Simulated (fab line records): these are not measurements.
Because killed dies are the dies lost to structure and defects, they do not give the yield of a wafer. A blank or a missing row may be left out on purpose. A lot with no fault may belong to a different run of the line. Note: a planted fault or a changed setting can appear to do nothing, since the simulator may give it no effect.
Split-lot study	flow n5-finfet	on a route of 1938 steps: 7 lots, 39 wafers read

## SPLIT DETAILS
At N5_HKMG_FIN_EXPOSE_46 (exposes mask NDIPOLE), the setting dose-mj was moved away from the recipe's 40 on 12 of the 39 wafers read, by -2.8% to +7.0%. This setting was run at the recipe's value on the other wafers.

## FROM THE SPLIT TO THE READING: what the file shows between them, 2 steps
- N5_HKMG_FIN_PEB_47: peb time 60 s
- N5_HKMG_FIN_DEVELOP_48: develop time 30 s

## THE READING
Shown in nm: cd-nm at N5_HKMG_FIN_CD_MEAS_49, with target cd 202 nm. A value of 202.3 nm with a standard deviation of 0.67 nm is what fault-free wafers of this fab line usually give.

wafer	tool, chamber at the split	dose-mj as run	against the recipe	cd-nm, nm	against lot-mates on the recipe
L074.1	arfi-scanner-01, 0	40	recipe	203.0	-
L074.2	arfi-scanner-01, 0	40	recipe	202.6	-
L074.3	arfi-scanner-01, 0	40	recipe	202.9	-
L074.4	arfi-scanner-01, 0	40	recipe	202.6	-
L074.5	arfi-scanner-01, 0	40	recipe	203.0	-
L074.6	arfi-scanner-01, 0	40	recipe	202.9	-
L075.1	arfi-scanner-02, 0	41.37	+3.4%	204.8	+1.8
L075.2	arfi-scanner-02, 0	40	recipe	203.7	-
L075.3	arfi-scanner-02, 0	41.37	+3.4%	205.7	+2.7
L075.4	arfi-scanner-02, 0	40	recipe	203.2	-
L075.5	arfi-scanner-02, 0	40	recipe	202.1	-
L075.6	arfi-scanner-02, 0	41.37	+3.4%	205.0	+2.0
L078.1	arfi-scanner-01, 0	40	recipe	201.4	-
L078.2	arfi-scanner-01, 0	40	recipe	202.3	-
L078.3	arfi-scanner-01, 0	40	recipe	202.3	-
L078.4	arfi-scanner-01, 0	40	recipe	201.8	-
L078.5	arfi-scanner-01, 0	40	recipe	202.7	-
L078.6	arfi-scanner-01, 0	40	recipe	202.8	-
L082.1	arfi-scanner-03, 0	42.79	+7.0%	205.4	+3.9
L082.2	arfi-scanner-03, 0	40	recipe	201.8	-
L082.3	arfi-scanner-03, 0	40	recipe	201.3	-
L082.4	arfi-scanner-03, 0	42.79	+7.0%	205.3	+3.8
L082.5	arfi-scanner-03, 0	42.79	+7.0%	206.7	+5.2
L082.6	arfi-scanner-03, 0	40	recipe	201.3	-
L091.1	arfi-scanner-01, 0	40	recipe	203.5	-
L091.2	arfi-scanner-01, 0	40	recipe	202.8	-
L091.6	arfi-scanner-01, 0	40	recipe	203.2	-
L094.1	arfi-scanner-01, 0	38.9	-2.8%	199.9	-2.1
L094.2	arfi-scanner-01, 0	38.9	-2.8%	199.2	-2.8
L094.3	arfi-scanner-01, 0	40	recipe	201.8	-
L094.4	arfi-scanner-01, 0	40	recipe	202.5	-
L094.5	arfi-scanner-01, 0	40	recipe	201.6	-
L094.6	arfi-scanner-01, 0	38.9	-2.8%	200.4	-1.6
L095.1	arfi-scanner-03, 0	39.06	-2.3%	201.4	-1.1
L095.2	arfi-scanner-03, 0	39.06	-2.3%	201.2	-1.3
L095.3	arfi-scanner-03, 0	40	recipe	202.4	-
L095.4	arfi-scanner-03, 0	40	recipe	202.6	-
L095.5	arfi-scanner-03, 0	39.06	-2.3%	201.5	-1.0
L095.6	arfi-scanner-03, 0	40	recipe	202.4	-

THE FIT
A straight line over all 39 wafers: cd-nm changes by +0.581 nm for each +1% of dose-mj; r = +0.89; the points scatter about the line by 0.73 nm.
The same after taking each lot's own level away (the mean of its wafers on the recipe; 39 wafers): +0.628 nm for each +1%; r = +0.96; scatter 0.44 nm.
That fit puts the effect of the largest move of dose-mj on the reading at 4.4 nm.
Measured against the standard deviation above, the lots' own levels, which go from 201.47 to 203.17 nm, span 2.5 times it.
Consequently the slope shifts little with the lot-to-lot level, the two slopes agreeing.
Check: for one of the wafers moved furthest among these (+7.0%), held out of the fit, the line's prediction against its lot-mates is +4.5 nm. It came out at +3.93 nm against them.

## THE FILE'S OWN FIT
cd-nm changes by +0.629 nm for each +1% of dose-mj, r = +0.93.
